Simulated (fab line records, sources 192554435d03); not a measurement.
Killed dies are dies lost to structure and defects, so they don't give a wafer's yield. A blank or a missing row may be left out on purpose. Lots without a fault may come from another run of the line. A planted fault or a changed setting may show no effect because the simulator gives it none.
Which tool did it? | flow n5_finfet | 12 lots, 36 wafers sampled, at 2 steps of a route of 1938

WHAT THE GAUGES READ, wafer by wafer
N5_BEOL_M10_CD_MEAS_28: target cd 70 nm.
lot  | measured     | on        | cd_nm (nm)
L076 | day 10 22:52 | cd_sem-01 | 70.4 71.1 69.6
L078 | day 11 05:44 | cd_sem-02 | 70.0 72.5 70.1
L081 | day 11 18:21 | cd_sem-01 | 70.8 71.7 71.8
L079 | day 12 11:49 | cd_sem-02 | 71.0 71.1 71.6
L084 | day 13 08:17 | cd_sem-03 | 69.1 69.4 67.9
L086 | day 13 11:01 | cd_sem-01 | 71.2 73.2 72.8
L085 | day 13 12:52 | cd_sem-03 | 68.1 68.7 68.5
L087 | day 13 23:05 | cd_sem-03 | 71.3 70.2 70.0
L091 | day 14 15:24 | cd_sem-02 | 71.6 69.9 69.8
L093 | day 15 17:44 | cd_sem-02 | 70.1 72.1 71.1
L096 | day 16 14:28 | cd_sem-02 | 69.4 71.3 70.8
L095 | day 17 07:11 | cd_sem-02 | 70.4 70.7 71.9

WHICH TOOL RAN EACH LOT (tool, then ch and the chambers of the sampled wafers, then the start)
lot  | N5_BEOL_M10_HM_OPEN_17
L076 | rie_metal-03 ch 0, day 10 22:06
L078 | rie_metal-03 ch 0,1, day 11 03:41
L081 | rie_metal-02 ch 0,1, day 11 16:54
L079 | rie_metal-03 ch 1, day 12 10:59
L084 | rie_metal-02 ch 1, day 13 07:40
L086 | rie_metal-02 ch 0,1, day 13 09:38
L085 | rie_metal-03 ch 0,1, day 13 12:11
L087 | rie_metal-01 ch 0,1, day 13 21:51
L091 | rie_metal-02 ch 0,1, day 14 13:34
L093 | rie_metal-02 ch 0,1, day 15 15:35
L096 | rie_metal-01 ch 0,1, day 16 14:00
L095 | rie_metal-02 ch 0,1, day 17 04:59
- N5_BEOL_M10_HM_OPEN_17: chemistry Cl2/BCl3, target TiN, target depth 20 nm, overetch 6 nm.

THE ANSWER, worked out from the rows above alone
Rule: what is usual is taken from the lots themselves. Put in order of their means at a reading, lots are off if they are a third of the lots or fewer, leave a main group of 4 or more, and stand apart from it by a gap of 3 or more times the standard deviation of the main group's means; of several such gaps the widest counts. A main group whose means are all the same, to the digits that the tables above print for the reading, isn't used. A lot without any number at a reading at which 4 lots or more have one is off too. The other lots that the step has rows for count as sound.
No lot is off at any reading shown: from this, nothing can be told.

WHAT THE SIMULATOR HAD PUT IN
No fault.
